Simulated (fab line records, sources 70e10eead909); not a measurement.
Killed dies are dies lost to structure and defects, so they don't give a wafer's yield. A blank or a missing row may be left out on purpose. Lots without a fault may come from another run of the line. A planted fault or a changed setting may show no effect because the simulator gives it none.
fab line records | flow nand_harc
record lots=11 wafers=33 last_day=24
route steps=1159 shown A_ZERO_WELL@403 A_ONON_D1@433 END@1159
lots that met no fault: from a run of the same line without faults
start_h: hours from the record's first day to the start of the lot's first wafer shown | wait_h: hours since the lot's step before | " the same as in the row above | L1.1+2: a row that stands for several wafers | - no value, or no start given | * or withheld: withheld | < > ~ a bound
route shown NAME@n: a module of which the file shows steps, and the number in the route of the first | usual: mean/standard deviation of fault-free wafers | same: alike in all rows | chamber/n: place in a boat | sites: the reading at each site | _std_site: their standard deviation | _edge_site: outer sites' mean less inner sites' | radius_mm: how far each site lies from the wafer's centre | mask NAME#n: copy n | behind: the tool/chamber that last shaped the wafer | hold: why the lot was held/for how many hours/how that ended | device: the transistor (n, p or np) that didn't switch | end of line: the same wafers' tests at the end of the route | a step without rows: its recipe alone | killed: dies lost to structure and defects at the first sort, not the wafer's yield | map: a wafer's dies, x killed, . not, _ none there
set.NAME: the setting as run; set.NAME@STEP: as run at that earlier step | model.NAME: the simulator's own value behind a step, which no gauge read
steps of the route over a sample of lots; a table a step, a row a wafer
services: from which hour (start_h, from the record's first day; less than 0 if before it) a tool's chamber was out of use, for how many hours, and why
## steps
# step NHARC_A_ZERO_WELL_DESCUM_12
# recipe time_s=3 o2_flow_sccm=200 ar_flow_sccm=0 bias_power_w=0 chemistry=O2
# usual drypump_motor_current_A=5.7/0.36 mfc_ar_sccm=0.008/0.01 oes_product_au=0.995/0.0094 rf_vpp_V=57.7/0.78 showerhead_plenum_p_Torr=1.91/0.081 throttle_valve_pct=11.311/0.0089
# columns lot.wafer tool chamber start_h wait_h drypump_motor_current_A mfc_ar_sccm oes_product_au rf_hours_counter_h rf_vpp_V showerhead_plenum_p_Torr throttle_valve_pct
L930.1 rie_diel-11 1 126.19 - 5.7 0.012 0.982 8 57.4 1.93 11.313
L930.3 " 3 " " 5.8 0.006 0.986 12 56.8 1.95 11.311
L930.4 " 0 " " 6.5 0.022 0.991 13 56.0 1.81 11.302
L932.2 rie_diel-11 1 136.08 - 5.7 0.012 0.987 9 57.9 1.93 11.292
L932.1 " 2 " " 5.8 0 0.992 13 57.3 1.98 11.323
L932.6 " 1 " " 5.7 0.012 0.982 - 58.8 1.93 11.323
L931.3 rie_diel-11 3 137.07 - 5.8 0.006 0.985 14 58.3 1.95 11.310
L931.4 " 1 " " 5.7 0.012 0.980 9 58.5 1.93 11.312
L931.5 " 3 " " 5.8 0.006 0.986 - 57.2 1.95 11.303
L940.4 rie_diel-04 2 191.34 - 5.5 0 0.996 6 58.1 1.85 11.301
L940.3 " 0 " " 5.7 0 1.002 5 57.5 1.87 11.313
L940.5 " 2 " " 5.5 0 1.007 - 58.3 1.85 11.310
L944.2 rie_diel-04 1 212.32 - 6.1 0.033 1.010 6 58.2 1.93 11.297
L944.4 " 2 " " 5.5 0 0.993 7 56.2 1.85 11.307
L944.3 " 3 " " 5.4 0.009 0.994 6 58.6 1.81 11.299
L945.4 rie_diel-10 0 221.26 - 5.2 0.002 0.990 - 59.3 2.05 11.302
L945.6 " 1 " " 5.4 0 1.010 - 58.3 2.06 11.305
L945.5 " 2 " " 5.4 0.009 1.003 - 56.3 1.84 11.324
L948.2 rie_diel-11 1 235.52 - 5.7 0.012 0.984 4 58.0 1.93 11.318
L948.3 " 2 " " 5.8 0 0.998 4 59.1 1.97 11.315
L948.6 " 1 " " 5.7 0.012 0.988 - 57.2 1.93 11.302
L947.1 rie_diel-04 2 236.43 - 5.5 0 0.991 8 57.9 1.85 11.319
L947.2 " 3 " " 5.3 0.009 0.984 7 57.1 1.81 11.313
L947.6 " 3 " " 5.3 0.009 0.982 - 57.8 1.81 11.303
L949.1 rie_diel-10 2 243.30 - 5.4 0.009 0.994 5 57.7 1.84 11.304
L949.3 " 3 " " 5.5 0.003 0.993 5 58.1 1.85 11.306
L949.5 " 3 " " 5.5 0.003 1.002 - 57.5 1.85 11.301
L953.1 rie_diel-10 1 261.98 - 5.4 0 1.000 6 57.0 2.05 11.308
L953.2 " 0 " " 5.3 0.002 1.002 6 57.9 2.05 11.320
L953.5 " 1 " " 5.4 0 0.997 - 57.9 2.05 11.322
L952.4 rie_diel-11 1 263.49 - 5.7 0.012 0.990 6 56.5 1.93 11.313
L952.3 " 3 " " 5.8 0.006 0.972 7 56.7 1.95 11.325
L952.5 " 2 " " 5.8 0 0.986 - 57.8 1.97 11.303
# step NHARC_A_ONON_D1_THK_MEAS_14
# recipe thk_meas_gauge=ellipsometry
# usual thk_nm=999/8.1
# columns lot.wafer tool chamber start_h wait_h thk_nm
L930.1 film_metro-02 - 150.62 - 1000
L930.3 " - " " 999
L930.4 " - " " 1000
L932.1 film_metro-02 - 161.09 - 1001
L932.2 " - " " 999
L932.6 " - " " 999
L931.3 film_metro-01 - 161.09 - 995
L931.4 " - " " 994
L931.5 " - " " 993
L940.3 film_metro-01 - 216.37 - 996
L940.4 " - " " 996
L940.5 " - " " 995
L944.2 film_metro-02 - 236.51 - 991
L944.3 " - " " 993
L944.4 " - " " 991
L945.4 film_metro-02 - 246.62 - 983
L945.5 " - " " 981
L945.6 " - " " 983
L948.2 film_metro-01 - 262.87 - 993
L948.3 " - " " 992
L948.6 " - " " 992
L947.1 film_metro-01 - 262.88 - 1006
L947.2 " - " " 1008
L947.6 " - " " 1007
L949.1 film_metro-01 - 267.92 - 999
L949.3 " - " " 1000
L949.5 " - " " 1000
L953.1 film_metro-01 - 286.77 - 999
L953.2 " - " " 1000
L953.5 " - " " 1000
L952.3 film_metro-01 - 286.93 - 1002
L952.4 " - " " 1002
L952.5 " - " " 1002
# step NHARC_A_ONON_D1_THK_MEAS_21
# recipe thk_meas_gauge=ellipsometry
# usual thk_nm=997/9.1
# columns lot.wafer tool chamber start_h wait_h thk_nm
L930.1 film_metro-02 - 156.15 - 1000
L930.3 " - " " 1000
L930.4 " - " " 999
L932.1 film_metro-02 - 168.76 - 1001
L932.2 " - " " 1002
L932.6 " - " " 1001
L931.3 film_metro-01 - 168.79 - 991
L931.4 " - " " 992
L931.5 " - " " 994
L940.3 film_metro-01 - 224.01 - 974
L940.4 " - " " 974
L940.5 " - " " 976
L944.2 film_metro-02 - 245.57 - 996
L944.3 " - " " 995
L944.4 " - " " 995
L945.4 film_metro-02 - 255.34 - 990
L945.5 " - " " 993
L945.6 " - " " 991
L947.1 film_metro-02 - 270.97 - 1014
L947.2 " - " " 1013
L947.6 " - " " 1013
L948.2 film_metro-01 - 270.98 - 1013
L948.3 " - " " 1011
L948.6 " - " " 1011
L949.1 film_metro-02 - 275.59 - 1003
L949.3 " - " " 1003
L949.5 " - " " 1003
L953.1 film_metro-02 - 294.50 - 996
L953.2 " - " " 993
L953.5 " - " " 993
L952.3 film_metro-02 - 294.51 - 994
L952.4 " - " " 994
L952.5 " - " " 995
# step NHARC_A_ONON_D1_DEP_25
# recipe target_thk_a=10000 n2_flow_sccm=2750 n2o_flow_sccm=2000 nh3_flow_sccm=500 sih4_flow_sccm=210 temp_c=400
# usual nh3_flow_sccm=499.8/1.4
# columns lot.wafer tool chamber start_h wait_h nh3_flow_sccm
L930.1 pecvd_onon-04 0 157.05 0.2 499.4
L930.3 " 0 " " 501.8
L930.4 " 0 " " 501.4
L932.1 pecvd_onon-03 0 169.38 0.1 498.5
L932.2 " 0 " " 500.8
L932.6 " 0 " " 498.8
L931.3 pecvd_onon-04 0 169.52 0.2 501.7
L931.4 " 0 " " 500.5
L931.5 " 0 " " 500.0
L940.3 pecvd_onon-03 0 224.75 0.2 499.4
L940.4 " 0 " " 498.8
L940.5 " 0 " " 499.9
L944.2 pecvd_onon-03 0 246.52 0.2 503.5
L944.3 " 0 " " 501.1
L944.4 " 0 " " 500.4
L945.4 pecvd_onon-04 0 256.16 0.2 497.8
L945.5 " 0 " " 496.6
L945.6 " 0 " " 498.3
L947.1 pecvd_onon-04 0 271.59 0.1 499.5
L947.2 " 0 " " 500.1
L947.6 " 0 " " 501.3
L948.2 pecvd_onon-01 0 271.67 0.1 498.1
L948.3 " 0 " " 497.6
L948.6 " 0 " " 498.0
L949.1 pecvd_onon-01 0 276.22 0.1 501.0
L949.3 " 0 " " 499.1
L949.5 " 0 " " 498.5
L953.1 pecvd_onon-04 0 295.12 0.1 500.0
L953.2 " 0 " " 499.2
L953.5 " 0 " " 500.0
L952.3 pecvd_onon-01 0 295.25 0.2 502.0
L952.4 " 0 " " 501.4
L952.5 " 0 " " 501.6
# step NHARC_A_ONON_D1_THK_MEAS_27
# recipe thk_meas_gauge=ellipsometry
# usual thk_nm=1001/11
# columns lot.wafer tool chamber start_h wait_h thk_nm
L930.1 film_metro-02 - 157.56 - 1018
L930.3 " - " " 1019
L930.4 " - " " 1019
L932.1 film_metro-02 - 169.88 - 1008
L932.2 " - " " 1008
L932.6 " - " " 1007
L931.3 film_metro-02 - 169.91 - 1001
L931.4 " - " " 1000
L931.5 " - " " 1000
L940.3 film_metro-02 - 225.15 - 610
L940.4 " - " " 609
L940.5 " - " " 611
L944.2 film_metro-01 - 246.97 - 632
L944.3 " - " " 631
L944.4 " - " " 631
L945.4 film_metro-01 - 256.50 - 1003
L945.5 " - " " 1004
L945.6 " - " " 1003
L947.1 film_metro-02 - 272.10 - 992
L947.2 " - " " 993
L947.6 " - " " 992
L948.2 film_metro-02 - 272.13 - 1010
L948.3 " - " " 1009
L948.6 " - " " 1009
L949.1 film_metro-02 - 276.73 - 1011
L949.3 " - " " 1011
L949.5 " - " " 1013
L953.1 film_metro-02 - 295.63 - 1000
L953.2 " - " " 999
L953.5 " - " " 999
L952.3 film_metro-01 - 295.64 - 987
L952.4 " - " " 987
L952.5 " - " " 987
# step NHARC_END_SORT_01
# recipe temp_c=25
# usual killed_at_array=27/11 killed_at_other=0.6/0.89 killed_at_periphery=3.0/2.4 killed_dies=31/12 killed_open=3.2/1.6 killed_short=2.0/1.5
# same gross_dies=677
# columns lot.wafer tool chamber start_h wait_h killed_at_array killed_at_other killed_at_periphery killed_dies killed_open killed_short
L940.3 prober-01 0 500.48 3.1 673 1 3 677 5 2
L940.4 prober-01 0 501.29 3.4 674 0 3 677 2 2
L940.5 prober-01 0 502.10 3.7 672 0 5 677 3 6
L944.2 prober-01 0 517.62 2.8 674 2 1 677 5 3
L944.3 prober-01 0 518.42 3.1 674 0 3 677 3 3
L944.4 prober-01 0 519.22 3.4 670 1 6 677 5 4
L945.4 prober-02 0 519.34 3.4 30 0 0 30 5 1
L945.5 prober-02 0 520.15 3.7 24 1 1 26 3 2
L945.6 prober-02 0 520.96 4.0 22 1 3 26 2 4
L948.2 prober-01 0 535.28 2.8 25 0 4 29 4 1
L948.3 prober-01 0 536.09 3.1 27 1 7 35 1 2
L948.6 prober-01 0 538.51 4.0 41 1 10 52 2 5
L947.1 prober-02 0 547.69 2.5 11 1 3 15 3 1
L947.2 prober-02 0 548.51 2.8 12 1 3 16 4 5
L947.6 prober-02 0 551.75 4.1 13 1 0 14 3 1
L949.1 prober-01 0 555.51 2.5 27 1 2 30 2 1
L949.3 prober-01 0 557.10 3.1 22 1 1 24 2 0
L949.5 prober-01 0 558.69 3.7 21 0 1 22 0 1
# killed by level:class
L940.3 A_ONON_D1:area_dep=643 A_CHANNEL_HOLE_D1:chamber_film_flake=13 A_SGD_CUT:chamber_film_flake=7 A_STAIRCASE:chamber_film_flake=3 P_M0:geometric_particle:short=1 P_M2:geometric_particle:open=1 A_SOURCE_PLATE:geometric_particle:short=1 A_ONON_D1:geometric_particle:open=1
L940.4 A_ONON_D1:area_dep=643 A_CHANNEL_HOLE_D1:chamber_film_flake=15 A_STAIRCASE:chamber_film_flake=5 A_SGD_CUT:chamber_film_flake=5 A_CONTACT:chamber_film_flake=4 P_CONTACT:geometric_particle:open=1 P_M0:geometric_particle:open=1 A_CONTACT:geometric_particle:short=1
L940.5 A_ONON_D1:area_dep=647 A_CHANNEL_HOLE_D1:chamber_film_flake=12 A_ONON_D1:geometric_particle:short=2 A_WL_FILL:geometric_particle:short=2 A_STAIRCASE:chamber_film_flake=2 A_SGD_CUT:chamber_film_flake=2 A_CONTACT:chamber_film_flake=2 P_STI:geometric_particle:short=1
L944.2 A_ONON_D1:area_dep=645 A_SLIT:chamber_film_flake=10 A_CONTACT:chamber_film_flake=5 A_CHANNEL_HOLE_D1:chamber_film_flake=4 A_M0:geometric_particle:open=3 STARTING-WAFER:geometric_particle:short=2 A_STAIRCASE:chamber_film_flake=2 A_M0:chamber_film_flake=2
L944.3 A_ONON_D1:area_dep=639 A_CONTACT:chamber_film_flake=8 A_SLIT:chamber_film_flake=6 A_STAIRCASE:chamber_film_flake=4 A_ZERO_WELL:chamber_film_flake=3 A_SGD_CUT:chamber_film_flake=3 A_WL_FILL:chamber_film_flake=3 A_ONON_D1:geometric_particle:open=2
L944.4 A_ONON_D1:area_dep=640 A_SLIT:chamber_film_flake=8 A_CHANNEL_HOLE_D1:chamber_film_flake=6 A_SGD_CUT:chamber_film_flake=4 A_WL_FILL:chamber_film_flake=3 P_CONTACT:geometric_particle:open=2 A_CONTACT:chamber_film_flake=2 P_M0:geometric_particle:short=1
L945.4 A_CHANNEL_HOLE_D1:chamber_film_flake=14 A_STAIRCASE:chamber_film_flake=7 A_CONTACT:geometric_particle:open=3 A_CONTACT:chamber_film_flake=2 A_ONON_D1:geometric_particle:open=1 A_WL_FILL:geometric_particle:short=1 A_M0:geometric_particle:open=1 A_SLIT:chamber_film_flake=1
L945.5 A_CHANNEL_HOLE_D1:chamber_film_flake=15 A_ONON_D1:geometric_particle:open=2 A_STAIRCASE:chamber_film_flake=2 A_CONTACT:chamber_film_flake=2 P_GATE:geometric_particle:open=1 A_WL_FILL:geometric_particle:short=1 A_M0:geometric_particle:short=1 A_ZERO_WELL:chamber_film_flake=1
L945.6 A_CHANNEL_HOLE_D1:chamber_film_flake=15 P_CONTACT:geometric_particle:short=2 A_CONTACT:geometric_particle:open=2 A_STAIRCASE:chamber_film_flake=2 A_CONTACT:chamber_film_flake=2 P_M0:geometric_particle:short=1 STARTING-WAFER:geometric_particle:short=1 A_WL_FILL:chamber_film_flake=1
L948.2 A_SLIT:chamber_film_flake=9 A_CONTACT:chamber_film_flake=6 P_STI:chamber_film_flake=2 A_CHANNEL_HOLE_D1:chamber_film_flake=2 A_CHANNEL_FILL_D1:chamber_film_flake=2 A_STAIRCASE:chamber_film_flake=2 P_CONTACT:geometric_particle:open=1 A_ONON_D1:geometric_particle:open=1
L948.3 A_SLIT:chamber_film_flake=12 A_CHANNEL_HOLE_D1:chamber_film_flake=5 A_STAIRCASE:chamber_film_flake=4 A_CONTACT:chamber_film_flake=3 A_SGD_CUT:geometric_particle:short=2 P_GATE:chamber_film_flake=2 P_M2:chamber_film_flake=2 P_M0:geometric_particle:open=1
L948.6 A_SLIT:chamber_film_flake=16 A_CHANNEL_HOLE_D1:chamber_film_flake=9 A_CONTACT:chamber_film_flake=5 P_M2:chamber_film_flake=4 A_ONON_D1:geometric_particle:short=3 A_CHANNEL_FILL_D1:chamber_film_flake=3 A_STAIRCASE:chamber_film_flake=3 P_STI:chamber_film_flake=2
L947.1 P_BONDPAD:chamber_film_flake=3 A_CONTACT:chamber_film_flake=3 A_CHANNEL_HOLE_D1:chamber_film_flake=2 A_WL_FILL:geometric_particle:short=1 A_WL_FILL:geometric_particle:open=1 A_CONTACT:geometric_particle:open=1 A_M1:geometric_particle:open=1 A_STAIRCASE:chamber_film_flake=1
L947.2 A_CHANNEL_HOLE_D1:chamber_film_flake=5 P_CONTACT:geometric_particle:open=1 P_M0:geometric_particle:short=1 P_M1:geometric_particle:open=1 A_ONON_D1:geometric_particle:short=1 A_WL_FILL:geometric_particle:short=1 A_CONTACT:geometric_particle:open=1 A_CONTACT:geometric_particle:short=1
L947.6 A_CHANNEL_HOLE_D1:chamber_film_flake=4 A_STAIRCASE:chamber_film_flake=3 A_WL_FILL:geometric_particle:open=2 A_CONTACT:chamber_film_flake=2 A_WL_FILL:geometric_particle:short=1 STARTING-WAFER:geometric_particle:open=1 A_SGD_CUT:chamber_film_flake=1
L949.1 A_CHANNEL_HOLE_D1:chamber_film_flake=18 A_CONTACT:chamber_film_flake=3 A_SGD_CUT:geometric_particle:open=2 A_CHANNEL_FILL_D1:chamber_film_flake=2 A_ONON_D1:geometric_particle:short=1 P_STI:chamber_film_flake=1 P_BONDPAD:chamber_film_flake=1 A_STAIRCASE:chamber_film_flake=1
L949.3 A_CHANNEL_HOLE_D1:chamber_film_flake=15 A_STAIRCASE:chamber_film_flake=2 A_CHANNEL_FILL_D1:chamber_film_flake=2 A_ONON_D1:geometric_particle:open=1 A_CONTACT:geometric_particle:open=1 P_ZERO_WELL:chamber_film_flake=1 A_CONTACT:chamber_film_flake=1 THIN_TSV:chamber_film_flake=1
L949.5 A_CHANNEL_HOLE_D1:chamber_film_flake=18 A_STAIRCASE:chamber_film_flake=2 A_ONON_D1:geometric_particle:short=1 P_BONDPAD:chamber_film_flake=1
## services
# columns tool chamber start_h hours kind
rie_diel-04 - 111.90 9.0 pm
rie_diel-11 0 119.55 - clean
rie_diel-11 1 119.55 - clean
rie_diel-11 2 119.55 - clean
rie_diel-11 3 119.55 - clean
rie_diel-10 0 124.56 6.3 repair
rie_diel-11 0 144.05 - clean
rie_diel-11 1 144.05 - clean
rie_diel-11 2 144.05 - clean
rie_diel-11 3 144.05 - clean
rie_diel-10 0 147.71 5.5 repair
pecvd_onon-03 - 153.00 13.0 pm
rie_diel-10 - 162.59 0.8 repair
rie_diel-11 0 168.55 - clean
rie_diel-10 - 176.50 9.0 pm
rie_diel-11 - 189.50 9.0 pm
pecvd_onon-01 - 195.46 13.0 pm
rie_diel-10 3 217.81 6.0 repair
pecvd_onon-04 - 237.09 13.0 pm
rie_diel-04 - 261.33 1.5 repair
rie_diel-10 1 274.73 4.9 repair
rie_diel-11 2 276.49 21.4 repair
rie_diel-10 1 288.59 3.2 repair
rie_diel-04 - 288.93 9.0 pm
## key
first_sign step=NHARC_A_ONON_D1_THK_MEAS_27 reading=thk_nm direction=down sigmas=35 usual=1001 struck=621
effect step=NHARC_END_SORT_01 reading=killed_at_array direction=up sigmas=59 usual=27 struck=673
more_kills_born_at NHARC_A_ONON_D1_DEP_25@pecvd_onon-03=3857
met_at NHARC_A_ONON_D1_DEP_25
struck_lots L940,L944
struck_wafers L940.3,L940.4,L940.5,L944.2,L944.3,L944.4
later_rows_left_out L940.3,L940.4,L940.5,L944.2,L944.3,L944.4
tester_left_out L940,L944
not_acting_at NHARC_A_ZERO_WELL_DESCUM_12,NHARC_A_ONON_D1_THK_MEAS_14,NHARC_A_ONON_D1_THK_MEAS_21
onset_between 169.38 224.75
fault kind=process_parameter_drift tool=pecvd_onon-03 chamber=0 onset_h=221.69 steps=NHARC_A_ONON_D1_DEP_25 channel=target_thk_a offset=* shape=step end_h=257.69 acts_in=* stated=*
# tester_left_out: of these lots the tester's yield and bins aren't shown, on N5 and GAA mostly nor the transistor test; their killed dies are dies lost to structure and defects alone, not to doping, threshold or leakage, so they don't give the yield
# later_rows_left_out: the simulator's readings of these wafers behind a module that went badly wrong aren't trusted and aren't shown, but for the sort
